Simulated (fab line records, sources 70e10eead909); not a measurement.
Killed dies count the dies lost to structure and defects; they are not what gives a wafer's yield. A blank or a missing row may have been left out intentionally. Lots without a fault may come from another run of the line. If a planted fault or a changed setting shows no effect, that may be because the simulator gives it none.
Chamber matching + flow nand_harc + pecvd-01 running NHARC_A_CONTACT_DEP_85: 3 sister chambers
The step deposits SiON, target thk 50 nm. 3 wafers are shown with their chamber, then 9 later ones without.

== EACH WAFER AND ITS CHAMBER ==
| wafer  | chamber | heater_power_w (W) |
|--------|---------|--------------------|
| L087.2 | 1       | 807                |
| L091.1 | 2       | 818                |
| L091.5 | 0       | 663                |

== WAFERS MISSING THEIR CHAMBER ==
| wafer  | heater_power_w (W) |
|--------|--------------------|
| L089.1 | 618                |
| L089.4 | 829                |
| L089.5 | 755                |
| L094.1 | 642                |
| L094.3 | 783                |
| L094.5 | 792                |
| L096.1 | 780                |
| L096.4 | 791                |
| L096.5 | 593                |

== WHICH CHAMBER EACH WENT THROUGH ==
| wafer  | from the rows above          | in truth |
|--------|------------------------------|----------|
| L089.1 | 0                            | 0        |
| L089.4 | can't be placed: 2 or 1      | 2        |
| L089.5 | can't be placed: 1 or 2 or 0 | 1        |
| L094.1 | 0                            | 0        |
| L094.3 | can't be placed: 1 or 2      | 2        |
| L094.5 | can't be placed: 1 or 2      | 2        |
| L096.1 | can't be placed: 1 or 2      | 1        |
| L096.4 | can't be placed: 1 or 2      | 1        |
| L096.5 | 0                            | 0        |
3 of 9 placed correctly. Unplaceable from these rows: 6, with the true chamber sitting among the candidates in 6. Placed wrongly: 0.
How it was worked out, from the rows above alone: a wafer's distance from a chamber is the root of the sum, over the readings, of the square of ((its reading less the chamber's mean) divided by the reading's scatter). If the next closest chamber is less than 2 further off than the closest, the wafer can't be placed; otherwise it belongs to the closest. A chamber's mean is the mean of its shown wafers. The scatter (one wafer shown for each chamber): square how far every hidden wafer sits from the nearest shown wafer, average those squares and take the square root.
